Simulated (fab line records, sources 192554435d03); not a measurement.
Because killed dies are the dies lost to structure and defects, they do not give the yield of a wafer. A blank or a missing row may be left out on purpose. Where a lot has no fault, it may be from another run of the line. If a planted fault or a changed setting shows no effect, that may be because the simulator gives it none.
Struck lot and sound lot, side by side / flow n5 finfet / 17 steps out of a route of 1938
Sound: these wafers, L831.1, L831.2, L831.5. Struck: wafer L837.1 (left out: L837.2, a lot-mate that was not struck); the cause follows at the end.
Order at every step that has rows: each side's tool, ch and its chambers, its first start. Under that, the readings that differ: sound wafers / struck wafers / difference of the means / sigmas: that difference in standard deviations of wafers without a fault.
alike: a reading whose means differ by less than 2 such deviations, as well as words and numbers matching on both sides. not compared: withheld readings; readings where some wafer has no value; bounds like >300 that might hide an equal value; numbers whose values overlap and for which the record gives no deviation.
The two part at a step that has a row with sigmas, a row that says differs or no value, or rows on one side only. When numbers do not overlap yet have no deviation, they are printed without sigmas and do not part them. A reading missing from all wafers of one side parts the sides only when that side holds two or more wafers.

first, 8 steps without rows for these wafers: N5_PASSIVATION_HMDS_03 (time 60 s); N5_PASSIVATION_COAT_04; N5_PASSIVATION_EBR_06; N5_PASSIVATION_SOFTBAKE_05 (time 90 s); N5_PASSIVATION_EXPOSE_07 (exposes mask TV, defocus 0 nm, target cd 3000 nm); N5_PASSIVATION_PEB_08; N5_PASSIVATION_DEVELOP_09 (develop time 60 s); N5_PASSIVATION_HARDBAKE_11 (time 120 s).
N5_PASSIVATION_CD_MEAS_10: the cd target is 3000 nm.
  sound on cd sem-02 ch 0, day 11 09:05; struck on cd sem-02 ch 0, day 13 09:29
  alike: cd nm
N5_PASSIVATION_OVL_MEAS_60:
  sound on overlay-01 ch 0, day 11 09:07; struck on overlay-01 ch 0, day 13 09:31
  alike: TV_OVL
N5_PASSIVATION_INSPECT_61: inspects for defects (macro).
  sound on defect inspect-02, day 11 09:08; struck on defect inspect-02, day 13 09:32
  alike: raw defect count
N5_PASSIVATION_DESCUM_12: chemistry O2, time 7.9 s.
  sound on rie diel-04 ch 1,2,3, day 11 09:14; struck on rie diel-04 ch 3, day 13 09:50
  alike: drypump motor current A, oes product au, rf vpp V, showerhead plenum p Torr, throttle valve pct
  not compared: rf hours counter h
N5_PASSIVATION_PASS_ETCH_74: etches SiNx in CF4/O2, target depth 220 nm, time 110 s.
  sound on rie diel-04 ch 1,2,3, day 11 09:18; struck on rie diel-04 ch 3, day 13 09:53
reading=O2_flow_sccm (sccm); sound=9.954 9.974 10.007; struck=10.066; difference=+0.088; sigmas=+3
reading=model.etch.depth nm (nm); sound=222.1 218.9 216.2; struck=175.2; difference=-43.9; sigmas=
reading=model.TV_OPEN.cd offset nm (nm); sound=-0.4 -0.4 -0.2; struck=1.6; difference=+1.9; sigmas=
  alike: drypump motor current A, oes_f_703_au, oes product au, rf vpp V, showerhead plenum p Torr, throttle valve pct
  not compared: rf hours counter h, model.coat_of_PASSIVATION_COAT_04.thk nm
N5_PASSIVATION_VIA_ETCH_13: etches SiO2 in CHF3/O2, target depth 660 nm, time 330 s.
  sound on rie diel-04 ch 1,2,3, day 11 09:23; struck on rie diel-04 ch 3, day 13 09:59
  alike: CHF3_flow_sccm, O2_flow_sccm, drypump motor current A, etch rf on time s, oes_f_703_au, oes product au, rf vpp V, showerhead plenum p Torr, throttle valve pct
  not compared: rf hours counter h, model.coat_of_PASSIVATION_COAT_04.thk nm
N5_PASSIVATION_STRIP_14: strips in O2.
  sound on rie diel-04 ch 1,2,3, day 11 09:35; struck on rie diel-04 ch 3, day 13 10:11
  alike: drypump motor current A, oes product au, rf vpp V, showerhead plenum p Torr, throttle valve pct
  not compared: rf hours counter h
N5_PASSIVATION_ETCH_15: etches SiCN in CF4/N2, target depth 75 nm, time 81.2 s.
  sound: rie diel-04 ch 1,2,3; struck: rie diel-04 ch 3
reading=model.TV_OPEN.cd offset nm (nm); sound=1.6 1.4 2.2; struck=3.8; difference=+2.1; sigmas=
  alike: drypump motor current A, oes product au, rf vpp V, showerhead plenum p Torr, throttle valve pct
  not compared: rf hours counter h
then, 1 step without rows for these wafers: N5_PASSIVATION_STRIP_73 (strips in post etch residue remover, time 60 s).

## WHERE THEY PART
At N5_PASSIVATION_PASS_ETCH_74 and nowhere else, as far as this record goes. Later steps at which nothing parts them and some readings are alike: N5_PASSIVATION_VIA_ETCH_13, N5_PASSIVATION_STRIP_14, N5_PASSIVATION_ETCH_15.

WHY: what the simulator had put in
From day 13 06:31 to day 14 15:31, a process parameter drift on rie diel-04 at N5_PASSIVATION_PASS_ETCH_74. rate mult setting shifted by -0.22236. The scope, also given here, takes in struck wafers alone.
